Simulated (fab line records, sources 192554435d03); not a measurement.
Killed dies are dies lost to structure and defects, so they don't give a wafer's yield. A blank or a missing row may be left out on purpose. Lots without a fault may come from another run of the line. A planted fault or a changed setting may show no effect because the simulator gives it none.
Which tool did it? | flow n5_finfet | 9 lots, 24 wafers sampled, at 8 steps of a route of 1938

WHAT THE GAUGES READ, wafer by wafer
N5_BEOL_M4_OCD_MEAS_38. Usual: trench_depth_nm 55.2 nm, standard deviation 0.89.
lot  | measured     | on     | trench_depth_nm (nm) | flag
L226 | day 8 07:38  | ocd-01 | 55.3 54.4 55.0       |
L229 | day 9 09:56  | ocd-01 | 54.0 54.8 54.9       |
L231 | day 10 06:47 | ocd-02 | 54.7 45.3            | OFF
L232 | day 10 13:37 | ocd-02 | 55.2 45.4            | OFF
L235 | day 11 05:32 | ocd-01 | 55.1 44.0            | OFF
L241 | day 12 12:51 | ocd-02 | 57.2 55.2 55.1       |
L245 | day 13 08:49 | ocd-01 | 54.4 57.1 55.1       |
L246 | day 13 18:20 | ocd-01 | 53.4 53.4 56.2       |
L240 | day 14 02:14 | ocd-02 | 56.0 55.9 55.2       |

N5_BEOL_M4_CD_MEAS_35: target cd 18 nm, target cd y 22.4 nm. Usual: cd_nm 17.9 nm, standard deviation 0.34.
lot  | measured     | on        | cd_nm (nm)     | flag
L226 | day 8 07:47  | cd_sem-02 | 18.2 17.9 18.1 |
L229 | day 9 10:05  | cd_sem-01 | 18.2 18.0 17.4 |
L231 | day 10 06:56 | cd_sem-02 | 17.7 17.7      |
L232 | day 10 13:46 | cd_sem-03 | 18.3 18.1      |
L235 | day 11 05:41 | cd_sem-01 | 17.5 17.9      |
L241 | day 12 13:02 | cd_sem-01 | 18.0 18.7 18.1 |
L245 | day 13 09:01 | cd_sem-01 | 17.9 17.4 17.9 |
L246 | day 13 18:29 | cd_sem-01 | 18.3 17.9 17.9 |
L240 | day 14 02:23 | cd_sem-01 | 18.2 18.0 18.3 |

N5_BEOL_M4_THK_MEAS_53: measures by xrf. Usual: M4_THK 40.5 nm, standard deviation 1.7.
lot  | measured     | on            | M4_THK (nm)    | flag
L226 | day 8 12:35  | film_metro-02 | 38.5 38.5 39.2 |
L229 | day 9 17:52  | film_metro-01 | 37.9 37.7 38.4 |
L231 | day 10 11:31 | film_metro-01 | 39.7 29.8      | OFF
L232 | day 10 17:12 | film_metro-02 | 42.2 29.9      |
L235 | day 11 10:28 | film_metro-01 | 42.5 29.9      |
L241 | day 12 16:31 | film_metro-02 | 42.3 41.3 42.3 |
L245 | day 13 12:42 | film_metro-02 | 41.5 43.8 41.4 |
L246 | day 13 21:43 | film_metro-02 | 37.7 39.1 43.3 |
L240 | day 14 07:49 | film_metro-02 | 39.8 40.2 41.2 |

N5_BEOL_M4_RS_MEAS_58: measures by four-point-probe. Usual: M4_RS 0.69 ohm/sq, standard deviation 0.037.
lot  | measured     | on            | M4_RS (ohm/sq) | flag
L226 | day 8 12:50  | film_metro-01 | 0.73 0.73 0.72 |
L229 | day 9 18:08  | film_metro-01 | 0.74 0.74 0.72 |
L231 | day 10 11:58 | film_metro-02 | 0.71 1.03      | OFF
L232 | day 10 17:28 | film_metro-01 | 0.65 1.01      | OFF
L235 | day 11 10:43 | film_metro-02 | 0.64 1.02      | OFF
L241 | day 12 16:47 | film_metro-01 | 0.64 0.66 0.64 |
L245 | day 13 12:58 | film_metro-02 | 0.67 0.62 0.66 |
L246 | day 13 21:59 | film_metro-02 | 0.76 0.72 0.64 |
L240 | day 14 08:06 | film_metro-02 | 0.69 0.68 0.66 |

N5_BEOL_M4_RC_MEAS_101. Usual: DIBL_N 36.1 mV/V, standard deviation 1.6; DIBL_P 35.8 mV/V, standard deviation 2.1; IOFF_N 0.16 nA/um, standard deviation 0.031; IOFF_P 0.21 nA/um, standard deviation 0.034; ION_N 673 uA/um, standard deviation 12; ION_P 461 uA/um, standard deviation 7.2; SERP_M4 204 ohm/um, standard deviation 16; SERP_M4_max_site 217 ohm/um, standard deviation 19; SS_N 71.4 mV/dec, standard deviation 0.59; SS_P 73.3 mV/dec, standard deviation 0.63; VT_N 250 mV, standard deviation 3.1; VT_P -250 mV, standard deviation 3.3.
lot  | measured     | on        | DIBL_N (mV/V)  | DIBL_P (mV/V)  | IOFF_N (nA/um) | IOFF_P (nA/um) | ION_N (uA/um) | ION_P (uA/um) | SERP_M4 (ohm/um) | SERP_M4_max_site (ohm/um) | SS_N (mV/dec)  | SS_P (mV/dec)  | VT_N (mV)   | VT_P (mV)      | flag
L226 | day 8 12:54  | prober-02 | 34.4 36.0 36.2 | 35.0 36.9 36.9 | 0.13 0.16 0.16 | 0.17 0.21 0.20 | 658 686 670   | 451 467 457   | 208 242 199      | 216 279 213               | 70.6 71.6 71.4 | 73.4 73.6 73.9 | 253 250 250 | -252 -251 -253 |
L229 | day 9 18:20  | prober-01 | 35.0 33.3 35.1 | 35.2 31.9 35.1 | 0.14 0.10 0.14 | 0.18 0.14 0.18 | 666 649 662   | 455 445 452   | 221 221 223      | 233 232 238               | 71.4 70.9 70.7 | 72.9 72.0 73.5 | 251 261 252 | -255 -256 -255 |
L231 | day 10 12:28 | prober-01 | 37.3 36.9      | 35.4 35.4      | 0.14 0.14      | 0.21 0.21      | 660 664       | 458 462       | 224 289          | 243 299                   | 71.1 71.9      | 73.1 72.7      | 249 253     | -249 -248      | OFF
L232 | day 10 17:59 | prober-02 | 36.4 36.4      | 35.5 36.1      | 0.14 0.15      | 0.18 0.21      | 667 668       | 453 454       | 190 290          | 201 310                   | 70.6 70.6      | 73.6 73.7      | 251 251     | -253 -251      |
L235 | day 11 11:05 | prober-01 | 36.2 33.7      | 34.7 32.1      | 0.15 0.12      | 0.19 0.16      | 665 658       | 457 448       | 210 291          | 223 317                   | 71.3 70.5      | 72.7 72.8      | 253 252     | -249 -251      |
L241 | day 12 17:00 | prober-01 | 36.2 35.7 38.9 | 36.4 36.7 39.9 | 0.15 0.14 0.20 | 0.20 0.20 0.25 | 669 673 676   | 461 465 463   | 192 182 181      | 212 191 192               | 70.9 71.5 72.4 | 73.8 73.3 74.3 | 250 251 246 | -251 -250 -247 |
L245 | day 13 13:10 | prober-02 | 33.8 39.8 37.5 | 31.7 39.0 36.7 | 0.11 0.26 0.18 | 0.18 0.31 0.27 | 650 699 690   | 464 474 471   | 198 178 198      | 206 182 208               | 70.8 71.7 71.7 | 71.4 73.9 73.3 | 253 241 244 | -249 -241 -244 |
L246 | day 13 22:20 | prober-02 | 34.9 35.4 36.7 | 36.0 36.3 38.3 | 0.16 0.17 0.21 | 0.20 0.21 0.24 | 682 674 688   | 463 461 463   | 218 202 198      | 234 220 205               | 71.6 71.3 72.0 | 73.4 74.2 73.9 | 248 248 242 | -247 -248 -248 |
L240 | day 14 08:28 | prober-01 | 36.0 35.1 37.1 | 35.9 33.0 36.0 | 0.17 0.16 0.18 | 0.24 0.19 0.23 | 672 687 669   | 463 470 461   | 214 197 195      | 220 204 206               | 71.7 71.0 71.3 | 73.3 72.7 73.4 | 250 248 246 | -246 -250 -248 |

WHICH TOOL RAN EACH LOT (tool, then ch and the chambers of the sampled wafers, then the start)
lot  | N5_BEOL_M4_TRENCH_ETCH_37          | N5_BEOL_M4_PRE_CLEAN_45      | N5_BEOL_M4_ALD_84
L226 | rie_diel-02 ch 2,3, day 8 07:29    | pvd_sputter-01, day 8 08:04  | ald_metal-01 ch 1,2, day 8 08:21
L229 | rie_diel-02 ch 0,1,2, day 9 09:47  | pvd_sputter-02, day 9 10:10  | ald_metal-04 ch 0,3, day 9 10:14
L231 | rie_diel-02 ch 2,3, day 10 06:37   | pvd_sputter-01, day 10 07:13 | ald_metal-04 ch 2,3, day 10 07:16
L232 | rie_diel-02 ch 2,3, day 10 13:28   | pvd_sputter-03, day 10 13:51 | ald_metal-02 ch 0, day 10 13:55
L235 | rie_diel-02 ch 0, day 11 05:22     | pvd_sputter-03, day 11 06:01 | ald_metal-04 ch 3, day 11 06:05
L241 | rie_diel-04 ch 0,1, day 12 12:42   | pvd_sputter-02, day 12 13:17 | ald_metal-04 ch 0,2,3, day 12 13:20
L245 | rie_diel-04 ch 0,1, day 13 08:38   | pvd_sputter-02, day 13 09:21 | ald_metal-01 ch 0,2,3, day 13 09:25
L246 | rie_diel-01 ch 2,3, day 13 18:10   | pvd_sputter-03, day 13 18:39 | ald_metal-02 ch 0,2,3, day 13 18:43
L240 | rie_diel-04 ch 1,2,3, day 14 02:05 | pvd_sputter-01, day 14 03:01 | ald_metal-04 ch 0,2, day 14 03:05
- N5_BEOL_M4_TRENCH_ETCH_37: etches SiOC in C4F6/O2, target depth 55.555 nm, time 29.2 s.
- N5_BEOL_M4_PRE_CLEAN_45: time 30 s.
- N5_BEOL_M4_ALD_84: deposits TaN, pulse time 2 s, purge time 3 s, co reactant purge time 2 s.

WHAT THE TOOLS THEMSELVES READ (means of the sampled wafers that have a number; where no wafer has one, the mark that the record gives instead)
N5_BEOL_M4_TRENCH_ETCH_37. Usual: drypump_motor_current_A 5.9 A, standard deviation 0.44; mfc_ar_sccm 300.0 sccm, standard deviation 1; oes_product_au 0.77 a.u., standard deviation 0.07; rf_vpp_V 662 V, standard deviation 8.7; showerhead_plenum_p_Torr 2.86 Torr, standard deviation 0.072; throttle_valve_pct 20.99 %, standard deviation 0.22.
lot  | tool        | drypump_motor_current_A (A) | mfc_ar_sccm (sccm) | oes_product_au (a.u.) | rf_vpp_V (V) | showerhead_plenum_p_Torr (Torr) | throttle_valve_pct (%) | flag
L226 | rie_diel-02 | 5.7                         | 300.4              | 0.72                  | 661          | 2.89                            | 21.02                  |
L229 | rie_diel-02 | 6.2                         | 299.3              | 0.80                  | 658          | 2.92                            | 21.14                  |
L231 | rie_diel-02 | 5.9                         | 299.8              | 0.68                  | 660          | 2.92                            | 21.12                  |
L232 | rie_diel-02 | 5.9                         | 300.1              | 0.67                  | 660          | 2.91                            | 21.12                  |
L235 | rie_diel-02 | 6.2                         | 299.3              | 0.81                  | 659          | 2.92                            | 20.93                  |
L241 | rie_diel-04 | 5.4                         | 299.7              | 0.72                  | 649          | 2.84                            | 21.03                  |
L245 | rie_diel-04 | 5.4                         | 300.1              | 0.71                  | 649          | 2.83                            | 21.05                  |
L246 | rie_diel-01 | 6.0                         | 301.4              | 0.80                  | 669          | 2.78                            | 20.90                  |
L240 | rie_diel-04 | 5.7                         | 299.6              | 0.80                  | 667          | 2.87                            | 20.97                  |

N5_BEOL_M4_PRE_CLEAN_45. Usual: heater_power_w 319 W, standard deviation 33.
lot  | tool           | heater_power_w (W) | flag
L226 | pvd_sputter-01 | 337                |
L229 | pvd_sputter-02 | 340                |
L231 | pvd_sputter-01 | 310                |
L232 | pvd_sputter-03 | 332                |
L235 | pvd_sputter-03 | 316                |
L241 | pvd_sputter-02 | 344                |
L245 | pvd_sputter-02 | 308                |
L246 | pvd_sputter-03 | 292                |
L240 | pvd_sputter-01 | 362                |

N5_BEOL_M4_ALD_84. Usual: heater_power_w 446 W, standard deviation 48.
lot  | tool         | heater_power_w (W) | flag
L226 | ald_metal-01 | 460                |
L229 | ald_metal-04 | 399                |
L231 | ald_metal-04 | 435                |
L232 | ald_metal-02 | 380                |
L235 | ald_metal-04 | 468                |
L241 | ald_metal-04 | 417                |
L245 | ald_metal-01 | 434                |
L246 | ald_metal-02 | 453                |
L240 | ald_metal-04 | 401                |

THE ANSWER, worked out from the rows above alone
Rule: a lot is off if the mean of its wafers that have a number lies more than 3 standard deviations from the usual mean. A lot without any number at a reading at which 4 lots or more have one is off too. The other lots that the step has rows for count as sound. The gauges are gone through in route order, then the tools' own readings, and for those a lot's mean is taken as printed above. The first step at which some lot is off is used, and at that step the reading that is off furthest; a lot without a number counts as furthest.
Off: L231, L232, L235, at N5_BEOL_M4_OCD_MEAS_38 (trench_depth_nm).
A tool fits if, at a process step before that reading, it ran every lot that is off, and no sound lot after the first of them. The gauges at N5_BEOL_M4_OCD_MEAS_38 aren't tried: what is off there is off at N5_BEOL_M4_RS_MEAS_58 too, on other tools, and a gauge's error can't cause that. One fits: rie_diel-02 at N5_BEOL_M4_TRENCH_ETCH_37. Its last sound lot is L229 (day 9 09:47), its first lot that is off L231 (day 10 06:37): a fault that began between those two fits.

WHAT THE SIMULATOR HAD PUT IN
Process parameter drift: rie_diel-02, from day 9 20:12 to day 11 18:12, at N5_BEOL_M4_TRENCH_ETCH_37. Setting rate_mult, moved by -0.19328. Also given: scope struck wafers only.
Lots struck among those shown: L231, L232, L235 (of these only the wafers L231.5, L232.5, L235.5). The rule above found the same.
